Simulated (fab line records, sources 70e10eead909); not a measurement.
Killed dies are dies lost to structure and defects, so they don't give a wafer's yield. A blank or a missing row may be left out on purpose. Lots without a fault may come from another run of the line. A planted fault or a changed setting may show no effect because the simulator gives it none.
fab line records | flow nand_harc
record lots=5 wafers=15 last_day=24
route steps=1159 shown P_GATE@170 END@1159
lots that met no fault: from a run of the same line without faults
start_h: hours from the record's first day to the start of the lot's first wafer shown | wait_h: hours since the lot's step before | " the same as in the row above | L1.1+2: a row that stands for several wafers | - no value, or no start given | * or withheld: withheld | < > ~ a bound
route shown NAME@n: a module of which the file shows steps, and the number in the route of the first | usual: mean/standard deviation of fault-free wafers | same: alike in all rows | chamber/n: place in a boat | sites: the reading at each site | _std_site: their standard deviation | _edge_site: outer sites' mean less inner sites' | radius_mm: how far each site lies from the wafer's centre | mask NAME#n: copy n | behind: the tool/chamber that last shaped the wafer | hold: why the lot was held/for how many hours/how that ended | device: the transistor (n, p or np) that didn't switch | end of line: the same wafers' tests at the end of the route | a step without rows: its recipe alone | killed: dies lost to structure and defects at the first sort, not the wafer's yield | map: a wafer's dies, x killed, . not, _ none there
set.NAME: the setting as run; set.NAME@STEP: as run at that earlier step | model.NAME: the simulator's own value behind a step, which no gauge read
lots at some steps of the route; a table a step, a row a wafer
services: from which hour (start_h, from the record's first day; less than 0 if before it) a tool's chamber was out of use, for how many hours, and why
## steps
# step NHARC_P_GATE_CD_MEAS_46
# recipe target_cd_nm=720 landing_energy_ev=500
# usual cd_nm=719.9/2
# columns lot.wafer tool chamber start_h wait_h cd_nm
L461.3 cd_sem-02 0 143.97 - 719.6
L461.4 " 0 " " 718.7
L461.5 " 0 " " 716.4
L462.1 cd_sem-03 0 144.49 - 720.3
L462.4 " 0 " " 720.2
L462.6 " 0 " " 720.2
L468.1 cd_sem-03 0 177.25 - 720.1
L468.2 " 0 " " 718.9
L468.3 " 0 " " 717.9
L477.2 cd_sem-02 0 225.94 - 719.3
L477.4 " 0 " " 717.6
L477.6 " 0 " " 721.9
L478.4 cd_sem-03 0 244.43 - 717.7
L478.5 " 0 " " 719.5
L478.6 " 0 " " 715.4
# step NHARC_P_GATE_HARDBAKE_47
# recipe temp_c=125 time_s=80
# step NHARC_P_GATE_DESCUM_48
# recipe time_s=3 o2_flow_sccm=200 ar_flow_sccm=0 bias_power_w=0 chemistry=O2
# usual drypump_motor_current_A=5.8/0.46 oes_product_au=0.999/0.01 rf_vpp_V=58.0/0.97 showerhead_plenum_p_Torr=1.97/0.073 throttle_valve_pct=11.311/0.01
# columns lot.wafer tool chamber start_h wait_h drypump_motor_current_A oes_product_au rf_hours_counter_h rf_vpp_V showerhead_plenum_p_Torr throttle_valve_pct
L461.3 rie_diel-13 3 144.15 - 5.4 1.010 13 59.1 1.92 11.310
L461.4 " 0 " " 5.9 0.992 12 57.2 1.97 11.309
L461.5 " 2 " " 6.3 0.995 - 57.4 1.84 11.308
L462.1 rie_diel-13 2 144.68 - 6.3 0.989 14 57.3 1.84 11.301
L462.4 " 3 " " 5.4 1.006 13 59.0 1.91 11.319
L462.6 " 1 " " 5.7 0.999 - 57.9 2.07 11.305
L468.1 rie_diel-12 0 177.41 - 5.4 0.995 23 58.4 1.90 11.332
L468.2 " 2 " " 6.3 1.003 24 58.9 2.05 11.318
L468.3 " 3 " " 5.2 1.001 26 57.7 2.02 11.312
L477.2 rie_diel-12 0 226.09 - 5.4 1.015 2 57.8 1.90 11.307
L477.6 " 1 " " 6.2 0.993 - 58.8 1.99 11.312
L477.4 " 2 " " 6.3 0.999 - 57.5 2.05 11.312
L478.4 rie_diel-12 3 244.63 - 5.3 1.008 4 59.7 2.01 11.309
L478.5 " 0 " " 5.4 1.005 - 58.2 1.90 11.314
L478.6 " 1 " " 6.2 0.995 - 57.7 1.99 11.313
# step NHARC_P_GATE_IMPLANT_49
# recipe energy_kev=30 dose_cm2=3e+15 tilt_deg=7
# step NHARC_P_GATE_STRIP_111
# recipe power_w=1500 temp_c=110 time_s=250 chemistry=N2/H2
# usual drypump_motor_current_A=5.86/0.25 heater_power_w=79.8/2.7 temp_c=109.97/0.11
# columns lot.wafer tool chamber start_h wait_h drypump_motor_current_A heater_power_w rf_hours_counter_h temp_c
L461.4 plasma_asher-02 1 144.59 0.2 6.23 75.3 - 109.98
L461.3 " 0 " " 5.83 83.4 - 110.04
L461.5 " 0 " " 5.86 82.2 - 110.02
L462.1 plasma_asher-02 0 145.19 0.4 5.86 82.2 45 110.01
L462.4 " 1 " " 6.24 74.8 - 110.04
L462.6 " 0 " " 5.89 81.9 - 110.12
L468.1 plasma_asher-02 1 177.79 0.2 6.24 75.8 57 110.09
L468.2 " 0 " " 5.86 82.0 57 110.06
L468.3 " 1 " " 6.25 77.0 - 110.12
L477.2 plasma_asher-01 0 226.54 0.2 5.94 84.2 44 109.94
L477.4 " 1 " " 5.54 78.2 - 110.02
L477.6 " 0 " " 5.95 82.3 - 110.01
L478.4 plasma_asher-02 1 245.11 0.3 6.25 76.1 - 109.92
L478.5 " 0 " " 5.89 81.6 - 110.09
L478.6 " 1 " " 6.24 73.4 - 109.90
# step NHARC_P_GATE_STRIP_75
# recipe power_w=1500 temp_c=250 chemistry=O2
# usual drypump_motor_current_A=5.86/0.25 heater_power_w=299/9.8 temp_c=249.99/0.17
# columns lot.wafer tool chamber start_h wait_h drypump_motor_current_A heater_power_w rf_hours_counter_h temp_c
L461.4 plasma_asher-02 1 144.82 0.2 6.24 285 - 250.04
L461.3 " 0 " " 5.89 301 - 249.87
L461.5 " 0 " " 5.86 305 - 249.90
L462.1 plasma_asher-02 0 145.45 0.2 5.88 312 45 250.04
L462.4 " 1 " " 6.23 284 - 249.96
L462.6 " 0 " " 5.84 312 - 250.42
L468.1 plasma_asher-02 1 178.09 0.3 6.24 287 57 250.17
L468.2 " 0 " " 5.88 309 57 250.16
L468.3 " 1 " " 6.25 286 - 250.21
L477.2 plasma_asher-01 0 226.80 0.2 5.97 308 45 250.07
L477.4 " 1 " " 5.54 301 - 249.97
L477.6 " 0 " " 5.98 299 - 250.10
L478.4 plasma_asher-02 1 245.29 0.1 6.24 284 - 250.15
L478.5 " 0 " " 5.88 306 - 250.05
L478.6 " 1 " " 6.25 283 - 250.03
# step NHARC_P_GATE_STRIP_50
# recipe time_s=900 temp_c=130 chemistry=SPM
# step NHARC_P_GATE_DEHYDRATE_51
# recipe temp_c=150 time_s=120
# step NHARC_P_GATE_HMDS_52
# recipe time_s=30
# step NHARC_P_GATE_COAT_53
# recipe spin_rpm=3000
# step NHARC_P_GATE_SOFTBAKE_54
# recipe temp_c=122 time_s=95
# step NHARC_P_GATE_EBR_55
# step NHARC_P_GATE_EXPOSE_56
# recipe na=0.6 target_cd_nm=720 dose_mj=14.81 mask_id=P_PSD
# columns lot.wafer tool chamber start_h wait_h mask
L461.3+4+5 krf_scanner-03 0 145.57 - P_PSD#0
L462.1+4+6 krf_scanner-01 0 146.21 - P_PSD#0
L468.1+2+3 krf_scanner-01 0 178.87 - P_NSD#0
L477.2+4+6 krf_scanner-03 0 227.57 - P_PSD#0
L478.4+5+6 krf_scanner-03 0 246.05 - P_PSD#0
# step NHARC_P_GATE_PEB_57
# recipe peb_temp_c=118 peb_time_s=85
# step NHARC_P_GATE_DEVELOP_58
# recipe time_s=70
# step NHARC_P_GATE_CD_MEAS_59
# recipe target_cd_nm=720 landing_energy_ev=500
# usual cd_nm=719.3/1.6
# columns lot.wafer tool chamber start_h wait_h cd_nm
L461.3 cd_sem-01 0 145.72 - 719.9
L461.4 " 0 " " 719.8
L461.5 " 0 " " 719.1
L462.1 cd_sem-02 0 146.36 - 719.7
L462.4 " 0 " " 721.0
L462.6 " 0 " " 721.5
L468.1 cd_sem-03 0 179.03 - -
L468.2 " 0 " " -
L468.3 " 0 " " -
L477.2 cd_sem-03 0 227.73 - 719.8
L477.4 " 0 " " 720.4
L477.6 " 0 " " 720.7
L478.4 cd_sem-03 0 246.20 - 720.0
L478.5 " 0 " " 718.7
L478.6 " 0 " " 719.7
# step NHARC_P_GATE_HARDBAKE_60
# recipe temp_c=125 time_s=80
# step NHARC_END_SORT_01
# recipe temp_c=25
# usual killed_at_array=29/9.4 killed_at_other=0.7/1.3 killed_at_periphery=2.9/2.1 killed_dies=32/9 killed_open=3.3/1.8 killed_short=1.9/1.4
# same gross_dies=677
# columns lot.wafer tool chamber start_h wait_h killed_at_array killed_at_other killed_at_periphery killed_dies killed_open killed_short
L461.4 prober-02 0 505.65 3.4 18 0 4 22 3 3
L461.5 prober-02 0 506.46 3.7 19 0 4 23 3 0
L468.1 prober-01 0 518.77 2.5 15 4 658 677 1 6
L468.2 prober-01 0 519.58 2.8 18 1 658 677 5 4
L468.3 prober-01 0 520.38 3.1 20 1 656 677 3 2
# killed by level:class
L461.4 A_CHANNEL_HOLE_D1:chamber_film_flake=4 A_STAIRCASE:chamber_film_flake=3 A_CONTACT:geometric_particle:open=2 P_ZERO_WELL:chamber_film_flake=2 A_ZERO_WELL:chamber_film_flake=2 A_CONTACT:chamber_film_flake=2 A_SGD_CUT:geometric_particle:short=1 A_WL_FILL:geometric_particle:short=1
L461.5 A_CHANNEL_HOLE_D1:chamber_film_flake=6 A_STAIRCASE:chamber_film_flake=5 A_ZERO_WELL:chamber_film_flake=3 P_ZERO_WELL:chamber_film_flake=2 A_ONON_D1:geometric_particle:open=1 A_SGD_CUT:geometric_particle:open=1 A_M0:geometric_particle:open=1 P_STI:chamber_film_flake=1
L468.1 P_GATE:area_expose=655 A_CONTACT:chamber_film_flake=6 A_CHANNEL_HOLE_D1:chamber_film_flake=5 STARTING-WAFER:geometric_particle:short=2 THIN_TSV:chamber_film_flake=2 P_CONTACT:geometric_particle:short=1 P_M0:geometric_particle:short=1 A_ONON_D1:geometric_particle:short=1
L468.2 P_GATE:area_expose=652 A_CHANNEL_HOLE_D1:chamber_film_flake=6 A_CONTACT:chamber_film_flake=3 P_BONDPAD:chamber_film_flake=2 P_STI:geometric_particle:short=1 P_CONTACT:geometric_particle:short=1 P_M0:geometric_particle:short=1 P_M1:geometric_particle:short=1
L468.3 P_GATE:area_expose=653 A_CHANNEL_HOLE_D1:chamber_film_flake=5 A_CONTACT:chamber_film_flake=4 A_STAIRCASE:chamber_film_flake=3 A_CONTACT:geometric_particle:short=2 P_BONDPAD:chamber_film_flake=2 A_SGD_CUT:chamber_film_flake=2 P_M1:geometric_particle:open=1
# map L468.1 (x killed, . not)
____________x____________
_________xxxxxxx_________
_______xxxxxxxxxxx_______
______xxxxxxxxxxxxx______
_____xxxxxxxxxxxxxxx_____
____xxxxxxxxxxxxxxxxx____
____xxxxxxxxxxxxxxxxx____
___xxxxxxxxxxxxxxxxxxx___
___xxxxxxxxxxxxxxxxxxx___
__xxxxxxxxxxxxxxxxxxxxx__
__xxxxxxxxxxxxxxxxxxxxx__
_xxxxxxxxxxxxxxxxxxxxxxx_
_xxxxxxxxxxxxxxxxxxxxxxx_
_xxxxxxxxxxxxxxxxxxxxxxx_
_xxxxxxxxxxxxxxxxxxxxxxx_
_xxxxxxxxxxxxxxxxxxxxxxx_
xxxxxxxxxxxxxxxxxxxxxxxxx
xxxxxxxxxxxxxxxxxxxxxxxxx
xxxxxxxxxxxxxxxxxxxxxxxxx
xxxxxxxxxxxxxxxxxxxxxxxxx
xxxxxxxxxxxxxxxxxxxxxxxxx
_xxxxxxxxxxxxxxxxxxxxxxx_
_xxxxxxxxxxxxxxxxxxxxxxx_
_xxxxxxxxxxxxxxxxxxxxxxx_
_xxxxxxxxxxxxxxxxxxxxxxx_
_xxxxxxxxxxxxxxxxxxxxxxx_
__xxxxxxxxxxxxxxxxxxxxx__
__xxxxxxxxxxxxxxxxxxxxx__
___xxxxxxxxxxxxxxxxxxx___
___xxxxxxxxxxxxxxxxxxx___
____xxxxxxxxxxxxxxxxx____
____xxxxxxxxxxxxxxxxx____
_____xxxxxxxxxxxxxxx_____
______xxxxxxxxxxxxx______
_______xxxxxxxxxxx_______
_________xxxxxxx_________
____________x____________
# map L462.4 (x killed, . not)
____________.____________
_________......._________
_______......x...._______
______.............______
_____..............._____
____.................____
____.................____
___........x..........___
___...................___
__............x........__
__........x............__
_.....xx.x............x._
_.......xxx...........x._
_.....x...x............._
_.........x..x........x._
_.....x................._
....xxxxxx....x......x...
.....xx..................
..x.x.xx.................
....x....................
....xx...........x.......
_....x.............x...._
_...x..................._
_......................._
_...x....x....x........._
_x......................_
__.....................__
__.....................__
___...x.x.............___
___...................___
____.................____
____..xxx............____
_____..............._____
______.............______
_______..........._______
_________......._________
____________.____________
## services
# columns tool chamber start_h hours kind
rie_diel-12 0 132.43 - clean
rie_diel-12 1 132.43 - clean
rie_diel-12 2 132.43 - clean
rie_diel-12 3 132.43 - clean
rie_diel-13 - 154.72 0.8 repair
rie_diel-12 0 156.93 - clean
krf_scanner-03 - 168.00 4.0 pm
krf_scanner-01 - 171.49 0.5 repair
plasma_asher-02 - 178.54 2.7 repair
plasma_asher-02 - 183.41 9.0 pm
plasma_asher-02 0 183.41 9.0 vent_cycle
plasma_asher-02 1 183.41 9.0 vent_cycle
plasma_asher-02 0 192.41 - clean
plasma_asher-02 1 192.41 - clean
plasma_asher-02 - 196.90 2.1 repair
rie_diel-13 0 199.13 4.1 repair
rie_diel-12 - 202.40 9.0 pm
krf_scanner-03 - 204.11 3.0 repair
krf_scanner-01 - 216.76 1.9 repair
rie_diel-12 3 225.81 4.9 repair
rie_diel-13 1 232.74 8.7 repair
plasma_asher-01 - 233.44 3.1 repair
krf_scanner-01 - 235.47 7.3 repair
plasma_asher-02 - 237.72 1.6 repair
## key
first_sign step=NHARC_P_GATE_EXPOSE_56 reading=mask direction=changed
effect step=NHARC_P_GATE_CD_MEAS_59 reading=cd_nm direction=missing
effect step=NHARC_END_SORT_01 reading=killed_at_periphery direction=up sigmas=99+ usual=2.9 struck=657.3
more_kills_born_at NHARC_P_GATE_EXPOSE_56@krf_scanner-01=1960
met_at NHARC_P_GATE_EXPOSE_56
struck_wafers L468.1,L468.2,L468.3
later_rows_left_out L468.1,L468.2,L468.3
tester_left_out L468
onset_between 146.21 178.87
fault kind=wrong_mask tool=any chamber=- onset_h=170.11 steps=NHARC_P_GATE_EXPOSE_56 aux_copy=P_NSD#0 scope=struck_lots_only
# tester_left_out: of these lots the tester's yield and bins aren't shown, on N5 and GAA mostly nor the transistor test; their killed dies are dies lost to structure and defects alone, not to doping, threshold or leakage, so they don't give the yield
# later_rows_left_out: the simulator's readings of these wafers behind a module that went badly wrong aren't trusted and aren't shown, but for the sort
